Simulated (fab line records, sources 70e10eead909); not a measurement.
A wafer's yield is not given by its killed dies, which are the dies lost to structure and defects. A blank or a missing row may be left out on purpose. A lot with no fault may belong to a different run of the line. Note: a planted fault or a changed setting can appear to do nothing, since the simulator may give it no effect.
What tool caused it? | flow nand-harc | Sampling: 24 lots, 72 wafers, 6 of 1159 route steps

== WHAT THE GAUGES SHOWED, per wafer ==
NHARC_A_CONTACT_CD_MEAS_80.
lot  | measured     | on        | cd-nm (nm)
L075 | day 16 22:54 | cd-sem-01 | 188.0 189.5 187.5
L074 | day 16 23:56 | cd-sem-01 | 188.0 190.0 188.7
L076 | day 17 08:32 | cd-sem-01 | 188.0 189.0 188.4
L077 | day 17 10:08 | cd-sem-02 | 189.3 189.9 190.0
L078 | day 17 18:14 | cd-sem-01 | 190.0 191.0 190.3
L079 | day 17 22:59 | cd-sem-03 | 190.2 190.3 190.0
L080 | day 18 12:04 | cd-sem-02 | 189.1 188.8 189.0
L081 | day 18 15:49 | cd-sem-02 | 190.6 190.5 190.7
L082 | day 19 04:14 | cd-sem-02 | 189.4 189.4 189.3
L083 | day 19 06:02 | cd-sem-02 | 189.4 188.6 188.6
L084 | day 19 06:13 | cd-sem-03 | 190.5 190.1 190.9
L085 | day 19 09:29 | cd-sem-03 | 189.3 189.0 188.7
L086 | day 19 16:30 | cd-sem-02 | 189.5 190.7 189.2
L088 | day 19 19:17 | cd-sem-01 | 190.7 189.9 190.9
L087 | day 19 19:57 | cd-sem-01 | 189.6 190.0 189.5
L089 | day 21 08:46 | cd-sem-01 | 190.6 189.3 189.9
L092 | day 21 09:54 | cd-sem-01 | 189.6 190.1 190.2
L090 | day 21 14:52 | cd-sem-01 | 189.9 190.2 189.3
L091 | day 21 16:29 | cd-sem-01 | 189.2 188.9 189.6
L093 | day 21 21:23 | cd-sem-01 | 190.9 190.0 190.7
L094 | day 22 00:26 | cd-sem-03 | 189.5 189.4 189.3
L096 | day 22 03:21 | cd-sem-01 | 189.4 188.9 190.4
L095 | day 22 09:05 | cd-sem-02 | 189.5 189.2 189.2
L097 | day 22 18:41 | cd-sem-03 | 190.6 190.5 190.4

== EACH LOT AND THE TOOL THAT RAN IT (in order: tool; ch and the chambers of the sampled wafers; start) ==
lot  | NHARC_A_CONTACT_ETCH_112             | NHARC_A_CONTACT_ETCH_90            | NHARC_A_CONTACT_ETCH_96                       | NHARC_A_CONTACT_ETCH_125             | NHARC_A_CONTACT_ETCH_130
L075 | har-cap-etch-02 ch 1, day 16 12:22   | rie-diel-04 ch 0,1, day 16 14:25   | rie-diel-04 ch 0,2,3, day 16 21:01 or earlier | har-cap-etch-03 ch 0,1, day 16 21:01 | har-cap-etch-03 ch 0,1, day 16 21:43
L074 | har-cap-etch-03 ch 0,1, day 16 12:55 | rie-diel-07 ch 0,1,3, day 16 14:32 | rie-diel-07 ch 0,1,2, day 16 22:01 or earlier | har-cap-etch-01 ch 0,1, day 16 22:01 | har-cap-etch-01 ch 0,1, day 16 22:44
L076 | har-cap-etch-02 ch 0,1, day 16 23:55 | rie-diel-07 ch 0,1,3, day 17 01:30 | rie-diel-07 ch 1,3, day 17 06:40 or earlier   | har-cap-etch-03 ch 0,1, day 17 06:40 | har-cap-etch-03 ch 0,1, day 17 07:22
L077 | har-cap-etch-03 ch 0,1, day 17 01:13 | rie-diel-04 ch 0,3, day 17 02:47   | rie-diel-04 ch 0,1,3, day 17 08:15 or earlier | har-cap-etch-01 ch 0,1, day 17 08:15 | har-cap-etch-01 ch 0,1, day 17 08:58
L078 | har-cap-etch-02 ch 0,1, day 17 09:14 | rie-diel-04 ch 0,1,2, day 17 10:49 | rie-diel-04 ch 0,2,3, day 17 16:20 or earlier | har-cap-etch-03 ch 0,1, day 17 16:20 | har-cap-etch-03 ch 0,1, day 17 17:02
L079 | har-cap-etch-03 ch 0,1, day 17 13:35 | rie-diel-07 ch 0,2, day 17 15:11   | rie-diel-07 ch 0,3, day 17 21:04 or earlier   | har-cap-etch-01 ch 0, day 17 21:04   | har-cap-etch-01 ch 0, day 17 21:46
L080 | har-cap-etch-03 ch 0,1, day 18 02:51 | rie-diel-04 ch 0,2, day 18 04:26   | rie-diel-04 ch 0,1, day 18 04:40              | har-cap-etch-03 ch 0,1, day 18 10:08 | har-cap-etch-03 ch 0,1, day 18 10:51
L081 | har-cap-etch-02 ch 0,1, day 18 06:55 | rie-diel-07 ch 0,2,3, day 18 08:32 | rie-diel-07 ch 0,2, day 18 13:55 or earlier   | har-cap-etch-01 ch 1, day 18 13:55   | har-cap-etch-01 ch 1, day 18 14:38
L082 | har-cap-etch-02 ch 0,1, day 18 14:39 | rie-diel-04 ch 0,2, day 18 16:16   | rie-diel-04 ch 0,1,2, day 18 16:25            | har-cap-etch-02 ch 0,1, day 19 02:18 | har-cap-etch-02 ch 0,1, day 19 03:00
L083 | har-cap-etch-03 ch 0,1, day 18 16:23 | rie-diel-07 ch 0,1,2, day 18 17:59 | rie-diel-07 ch 0,1,3, day 19 04:04 or earlier | har-cap-etch-01 ch 0,1, day 19 04:04 | har-cap-etch-01 ch 0,1, day 19 04:46
L084 | har-cap-etch-02 ch 0,1, day 18 19:08 | rie-diel-02 ch 0,1,3, day 18 20:46 | rie-diel-02 ch 0,1,3, day 18 20:52            | har-cap-etch-03 ch 0,1, day 19 04:20 | har-cap-etch-03 ch 0,1, day 19 05:03
L085 | har-cap-etch-01 ch 0,1, day 18 21:24 | rie-diel-04 ch 0,1,2, day 18 22:59 | rie-diel-04 ch 1,3, day 19 07:35 or earlier   | har-cap-etch-01 ch 0, day 19 07:35   | har-cap-etch-01 ch 0, day 19 08:18
L086 | har-cap-etch-02 ch 0,1, day 19 06:22 | rie-diel-04 ch 1,2,3, day 19 07:58 | rie-diel-04 ch 0,2,3, day 19 14:29 or earlier | har-cap-etch-02 ch 0,1, day 19 14:29 | har-cap-etch-02 ch 0,1, day 19 15:11
L088 | har-cap-etch-03 ch 0,1, day 19 08:44 | rie-diel-02 ch 2,3, day 19 10:22   | rie-diel-02 ch 0,3, day 19 17:19 or earlier   | har-cap-etch-03 ch 0,1, day 19 17:19 | har-cap-etch-03 ch 0,1, day 19 18:01
L087 | har-cap-etch-01 ch 0,1, day 19 10:34 | rie-diel-07 ch 0,1,2, day 19 12:10 | rie-diel-07 ch 0,1,3, day 19 18:01 or earlier | har-cap-etch-02 ch 0,1, day 19 18:01 | har-cap-etch-02 ch 0,1, day 19 18:43
L089 | har-cap-etch-01 ch 0,1, day 20 21:26 | rie-diel-04 ch 1,2,3, day 20 23:05 | rie-diel-04 ch 2,3, day 21 06:37 or earlier   | har-cap-etch-03 ch 0,1, day 21 06:37 | har-cap-etch-03 ch 0,1, day 21 07:33
L092 | har-cap-etch-03 ch 0,1, day 20 21:44 | rie-diel-02 ch 0,1,2, day 20 23:20 | rie-diel-02 ch 0,1,2, day 21 07:59 or earlier | har-cap-etch-02 ch 0,1, day 21 07:59 | har-cap-etch-02 ch 0,1, day 21 08:41
L090 | har-cap-etch-02 ch 0, day 21 02:24   | rie-diel-04 ch 1,3, day 21 04:00   | rie-diel-04 ch 0,1, day 21 04:09              | har-cap-etch-03 ch 0, day 21 12:37   | har-cap-etch-03 ch 0, day 21 13:19
L091 | har-cap-etch-01 ch 0,1, day 21 05:02 | rie-diel-07 ch 0,2,3, day 21 06:39 | rie-diel-07 ch 0,1,2, day 21 14:37 or earlier | har-cap-etch-02 ch 0,1, day 21 14:37 | har-cap-etch-02 ch 0,1, day 21 15:19
L093 | har-cap-etch-01 ch 0,1, day 21 12:11 | rie-diel-04 ch 1,2, day 21 14:09   | rie-diel-04 ch 0,1, day 21 19:28 or earlier   | har-cap-etch-02 ch 0,1, day 21 19:28 | har-cap-etch-02 ch 0,1, day 21 20:10
L094 | har-cap-etch-01 ch 0,1, day 21 15:14 | rie-diel-04 ch 1,2, day 21 16:51   | rie-diel-04 ch 1,2, day 21 22:32 or earlier   | har-cap-etch-03 ch 0,1, day 21 22:32 | har-cap-etch-03 ch 0,1, day 21 23:14
L096 | har-cap-etch-01 ch 0,1, day 21 18:15 | rie-diel-04 ch 0,2,3, day 21 19:51 | rie-diel-04 ch 0,1,2, day 22 01:25 or earlier | har-cap-etch-01 ch 0,1, day 22 01:25 | har-cap-etch-01 ch 0,1, day 22 02:08
L095 | har-cap-etch-02 ch 0,1, day 21 23:34 | rie-diel-04 ch 1,2, day 22 01:16   | rie-diel-04 ch 0,2,3, day 22 07:12 or earlier | har-cap-etch-01 ch 0,1, day 22 07:12 | har-cap-etch-01 ch 0,1, day 22 07:55
L097 | har-cap-etch-02 ch 0,1, day 22 09:49 | rie-diel-02 ch 0,1,2, day 22 11:23 | rie-diel-02 ch 0,2, day 22 16:48 or earlier   | har-cap-etch-03 ch 0,1, day 22 16:48 | har-cap-etch-03 ch 0,1, day 22 17:31
- NHARC_A_CONTACT_ETCH_112: etches the open film in C4F8/O2/Ar, time 94 s, target depth 922 nm.
- NHARC_A_CONTACT_ETCH_90: etches the open film in CH3F/O2, target depth 40 nm, time 85.7 s.
- NHARC_A_CONTACT_ETCH_96: etches the open film in C4F6/O2, target depth 20 nm, time 10 s.
- NHARC_A_CONTACT_ETCH_125: etches the open film in C4F8/O2/Ar, time 155 s, target depth 956 nm.
- NHARC_A_CONTACT_ETCH_130: etches the open film in C4F8/O2/Ar, time 155 s, target depth 956 nm.

== WHAT THE TOOLS THEMSELVES READ (means of the sampled wafers that have a number; where no wafer has one, the mark that the record gives instead) ==
NHARC_A_CONTACT_ETCH_90.
lot  | tool        | drypump-motor-current-A (A) | oes-product-au (a.u.) | rf-vpp-V (V) | showerhead-plenum-p-Torr (Torr) | throttle-valve-pct (%)
L075 | rie-diel-04 | 5.4                         | 0.99                  | 245.1        | 2.45                            | 20.663
L074 | rie-diel-07 | 5.8                         | 0.94                  | 245.7        | 2.53                            | 20.654
L076 | rie-diel-07 | 5.8                         | 0.94                  | 245.4        | 2.53                            | 20.667
L077 | rie-diel-04 | 5.4                         | 1.00                  | 242.4        | 2.39                            | 20.658
L078 | rie-diel-04 | 5.5                         | 0.99                  | 243.8        | 2.40                            | 20.653
L079 | rie-diel-07 | 5.6                         | 0.93                  | 245.2        | 2.50                            | 20.668
L080 | rie-diel-04 | 5.5                         | 0.93                  | 243.3        | 2.36                            | 20.666
L081 | rie-diel-07 | 5.9                         | 1.00                  | 245.2        | 2.51                            | 20.671
L082 | rie-diel-04 | 5.5                         | 1.00                  | 242.9        | 2.36                            | 20.660
L083 | rie-diel-07 | 5.7                         | 1.01                  | 244.4        | 2.49                            | 20.657
L084 | rie-diel-02 | 5.8                         | 0.92                  | 243.5        | 2.39                            | 20.658
L085 | rie-diel-04 | 5.4                         | 0.92                  | 244.2        | 2.40                            | 20.665
L086 | rie-diel-04 | 6.0                         | 0.92                  | 245.1        | 2.48                            | 20.664
L088 | rie-diel-02 | 5.5                         | 0.98                  | 243.6        | 2.42                            | 20.661
L087 | rie-diel-07 | 5.7                         | 0.99                  | 245.1        | 2.48                            | 20.657
L089 | rie-diel-04 | 6.0                         | 0.93                  | 245.1        | 2.48                            | 20.654
L092 | rie-diel-02 | 6.0                         | 0.93                  | 243.0        | 2.40                            | 20.667
L090 | rie-diel-04 | 6.0                         | 0.92                  | 244.2        | 2.52                            | 20.669
L091 | rie-diel-07 | 5.9                         | 0.93                  | 245.7        | 2.50                            | 20.654
L093 | rie-diel-04 | 5.8                         | 0.91                  | 243.1        | 2.42                            | 20.660
L094 | rie-diel-04 | 5.7                         | 0.92                  | 244.5        | 2.46                            | 20.651
L096 | rie-diel-04 | 5.7                         | 0.92                  | 242.5        | 2.41                            | 20.673
L095 | rie-diel-04 | 5.8                         | 0.99                  | 243.8        | 2.42                            | 20.666
L097 | rie-diel-02 | 6.0                         | 1.00                  | 244.2        | 2.40                            | 20.672

NHARC_A_CONTACT_ETCH_96.
lot  | tool        | drypump-motor-current-A (A) | oes-product-au (a.u.) | rf-vpp-V (V) | showerhead-plenum-p-Torr (Torr) | throttle-valve-pct (%)
L075 | rie-diel-04 | 5.7                         | 0.979                 | 545.9        | 3.86                            | 26.902
L074 | rie-diel-07 | 5.7                         | 0.948                 | 548.3        | 3.98                            | 26.894
L076 | rie-diel-07 | 5.8                         | 0.954                 | 548.3        | 4.01                            | 26.900
L077 | rie-diel-04 | 5.7                         | 0.997                 | 546.8        | 3.93                            | 26.906
L078 | rie-diel-04 | 5.7                         | 0.994                 | 546.2        | 3.86                            | 26.905
L079 | rie-diel-07 | 6.0                         | 0.956                 | 550.1        | 4.06                            | 26.900
L080 | rie-diel-04 | 5.2                         | 0.970                 | 543.8        | 3.80                            | 26.906
L081 | rie-diel-07 | 5.8                         | 1.011                 | 548.3        | 3.94                            | 26.899
L082 | rie-diel-04 | 5.4                         | 0.994                 | 544.9        | 3.84                            | 26.900
L083 | rie-diel-07 | 5.8                         | 1.011                 | 548.5        | 4.03                            | 26.905
L084 | rie-diel-02 | 5.8                         | 0.943                 | 545.1        | 3.82                            | 26.906
L085 | rie-diel-04 | 6.0                         | 0.937                 | 548.4        | 4.03                            | 26.895
L086 | rie-diel-04 | 5.7                         | 0.939                 | 545.9        | 3.85                            | 26.903
L088 | rie-diel-02 | 5.5                         | 0.983                 | 544.6        | 3.81                            | 26.910
L087 | rie-diel-07 | 5.8                         | 1.000                 | 548.5        | 4.02                            | 26.898
L089 | rie-diel-04 | 6.3                         | 0.949                 | 547.3        | 3.97                            | 26.902
L092 | rie-diel-02 | 6.0                         | 0.966                 | 545.0        | 3.84                            | 26.897
L090 | rie-diel-04 | 5.1                         | 0.948                 | 544.9        | 3.80                            | 26.909
L091 | rie-diel-07 | 5.7                         | 0.963                 | 547.2        | 3.96                            | 26.911
L093 | rie-diel-04 | 5.4                         | 0.951                 | 546.4        | 3.90                            | 26.902
L094 | rie-diel-04 | 5.7                         | 0.956                 | 547.3        | 3.93                            | 26.895
L096 | rie-diel-04 | 5.4                         | 0.953                 | 545.4        | 3.83                            | 26.898
L095 | rie-diel-04 | 5.7                         | 0.997                 | 545.0        | 3.85                            | 26.893
L097 | rie-diel-02 | 5.9                         | 0.999                 | 546.2        | 3.86                            | 26.901

== THE ANSWER, worked out from the rows above alone ==
Rule: usual is defined by the lots themselves. Put in order of their means at a reading, lots are off if they are a third of the lots or fewer, leave a main group of 4 or more, and stand apart from it by a gap of 3 or more times the standard deviation of the main group's means; of several such gaps the widest counts. A main group is skipped when, at the precision printed for the reading in the tables above, its means are all equal. Also off: a lot with no number at a reading for which 4 or more lots have one. Any other lot the step has rows for is counted as sound. First the gauges in route order, then the tools' own readings, where a lot's mean is used as printed above. The first step at which some lot is off is used, and at that step the reading that is off furthest; a lot without a number counts as furthest.
No lot is off on any of the readings shown, so nothing can be concluded from this.

== WHAT WAS PUT IN BY THE SIMULATOR ==
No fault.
